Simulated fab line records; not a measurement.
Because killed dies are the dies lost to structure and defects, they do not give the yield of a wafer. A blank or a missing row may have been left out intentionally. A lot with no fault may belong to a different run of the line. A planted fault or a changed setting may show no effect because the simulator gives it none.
The tool behind it: which one?	flow nand-harc	11 lots, 33 wafers sampled, at 3 steps of a route of 1302

## WHAT EACH GAUGE READ, for each wafer
NHARC_A_SGD_CUT_OVL_MEAS_10.
lot	measured	on	overlay-x-nm (nm)
L076	day 19 23:32	overlay-01	0.9 1.0 0.2
L079	day 20 21:36	overlay-02	-0.5 0.2 0.7
L077	day 20 21:23	overlay-01	-1.0 -0.8 -0.5
L081	day 21 12:51	overlay-01	-1.1 -0.8 -1.1
L083	day 23 07:22	overlay-02	-1.8 -1.4 -0.9
L085	day 24 02:42	overlay-02	-0.1 0.4 0.2
L088	day 25 11:49	overlay-02	0.9 0.3 0.5
L092	day 27 07:12	overlay-02	-0.3 -0.1 -0.4
L093	day 27 13:37	overlay-01	-0.3 -0.6 -0.3
L096	day 28 04:02	overlay-02	1.2 0.4 1.2
L097	day 28 13:08	overlay-02	-0.2 -0.3 0.1

## EACH LOT AND THE TOOL THAT RAN IT (in order: tool; ch and the chambers of the sampled wafers; start)
lot	NHARC_A_STAIRCASE_DESCUM_312	NHARC_A_STAIRCASE_STRIP_476
L076	rie-diel-03 ch 0,1, day 17 22:57	rie-diel-02 ch 0,2,3, day 18 03:00
L079	rie-diel-06 ch 0,1,2, day 18 16:55	rie-diel-02 ch 0,1,3, day 18 20:58
L077	rie-diel-06 ch 2,3, day 18 20:28	rie-diel-02 ch 0,2,3, day 19 01:16
L081	rie-diel-06 ch 1,2,3, day 19 12:19	rie-diel-02 ch 0,2,3, day 19 18:11
L083	rie-diel-02 ch 1,2, day 21 03:40	rie-diel-03 ch 1,2,3, day 21 10:41
L085	rie-diel-02 ch 0,1,3, day 21 23:29	rie-diel-06 ch 0,2,3, day 22 03:31
L088	rie-diel-03 ch 0,1, day 23 05:53	rie-diel-06 ch 1,2,3, day 23 10:47
L092	rie-diel-06 ch 0,3, day 24 21:13	rie-diel-03 ch 2,3, day 25 02:06
L093	rie-diel-03 ch 0,2,3, day 25 02:56	rie-diel-03 ch 0,1,3, day 25 09:58
L096	rie-diel-02 ch 0,2,3, day 26 01:45	rie-diel-06 ch 0,1,3, day 26 05:48
L097	rie-diel-06 ch 2,3, day 26 14:09	rie-diel-06 ch 0,1, day 26 18:12
- NHARC_A_STAIRCASE_DESCUM_312: chemistry O2, time 3 s.
- NHARC_A_STAIRCASE_STRIP_476: strips in O2, time 20 s.

## THE ANSWER, worked out from the rows above alone
Rule: the lots themselves supply what counts as usual. The widest of any qualifying gaps counts: lots, ordered by their means at a reading, are off when they make up no more than a third of the lots, leave a main group of 4 or more, and stand apart from it by 3 or more times the standard deviation of that group's means. The tables above print the reading to a certain number of digits; a main group whose means all agree to those digits is not used. Also off: a lot with no number at a reading for which 4 or more lots have one. All remaining lots with rows at the step are treated as sound.
Across all readings shown, no lot is off: no conclusion can be drawn from this.

## WHAT THE SIMULATOR HAD PUT IN
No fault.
